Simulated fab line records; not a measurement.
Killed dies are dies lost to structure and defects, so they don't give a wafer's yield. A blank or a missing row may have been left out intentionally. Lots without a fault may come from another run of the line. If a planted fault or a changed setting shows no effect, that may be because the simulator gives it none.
Which tool did it? || flow nand harc || 7 lots with 21 wafers sampled at 2 steps, on a route of 1159 steps

## WHAT EACH GAUGE READ, for each wafer
NHARC_A_M0_THK_MEAS_24: measures by xrf.
{"lot": "L434", "measured": "day 17 21:56", "on": "film metro-01", "thk nm (nm)": "114.8 113.3 113.0"}
{"lot": "L433", "measured": "day 18 04:53", "on": "film metro-02", "thk nm (nm)": "110.7 111.8 112.0"}
{"lot": "L438", "measured": "day 19 13:24", "on": "film metro-02", "thk nm (nm)": "113.9 114.2 113.0"}
{"lot": "L441", "measured": "day 19 20:32", "on": "film metro-01", "thk nm (nm)": "115.5 114.8 112.9"}
{"lot": "L450", "measured": "day 21 18:40", "on": "film metro-01", "thk nm (nm)": "114.7 114.0 113.1"}
{"lot": "L448", "measured": "day 22 08:05", "on": "film metro-02", "thk nm (nm)": "112.3 113.0 113.5"}
{"lot": "L454", "measured": "day 23 07:27", "on": "film metro-01", "thk nm (nm)": "113.7 112.1 111.5"}

## WHICH TOOL RAN EACH LOT (tool, then ch and the chambers of the sampled wafers, then the start)
{"lot": "L434", "NHARC_A_M0_PVD_21": "pvd sputter-02, day 17 21:56 or earlier"}
{"lot": "L433", "NHARC_A_M0_PVD_21": "pvd sputter-02, day 18 04:53 or earlier"}
{"lot": "L438", "NHARC_A_M0_PVD_21": "pvd sputter-03, day 19 13:24 or earlier"}
{"lot": "L441", "NHARC_A_M0_PVD_21": "pvd sputter-02, day 19 20:32 or earlier"}
{"lot": "L450", "NHARC_A_M0_PVD_21": "pvd sputter-03, day 21 18:40 or earlier"}
{"lot": "L448", "NHARC_A_M0_PVD_21": "pvd sputter-01, day 22 08:05 or earlier"}
{"lot": "L454", "NHARC_A_M0_PVD_21": "pvd sputter-03, day 23 07:27 or earlier"}
- NHARC_A_M0_PVD_21: deposits Cu, target thk 30 nm, time 20.49 s.

## THE ANSWER, worked out from the rows above alone
Rule: usual is defined by the lots themselves. Put in order of their means at a reading, lots are off if they are a third of the lots or fewer, leave a main group of 4 or more, and stand apart from it by a gap of 3 or more times the standard deviation of the main group's means; of several such gaps the widest counts. If all means in a main group match to the digits the tables above print for the reading, that group is not used. A lot without any number at a reading at which 4 lots or more have one is off too. All remaining lots with rows at the step are treated as sound.
Across all readings shown, no lot is off: no conclusion can be drawn from this.

## WHAT THE SIMULATOR HAD INSERTED
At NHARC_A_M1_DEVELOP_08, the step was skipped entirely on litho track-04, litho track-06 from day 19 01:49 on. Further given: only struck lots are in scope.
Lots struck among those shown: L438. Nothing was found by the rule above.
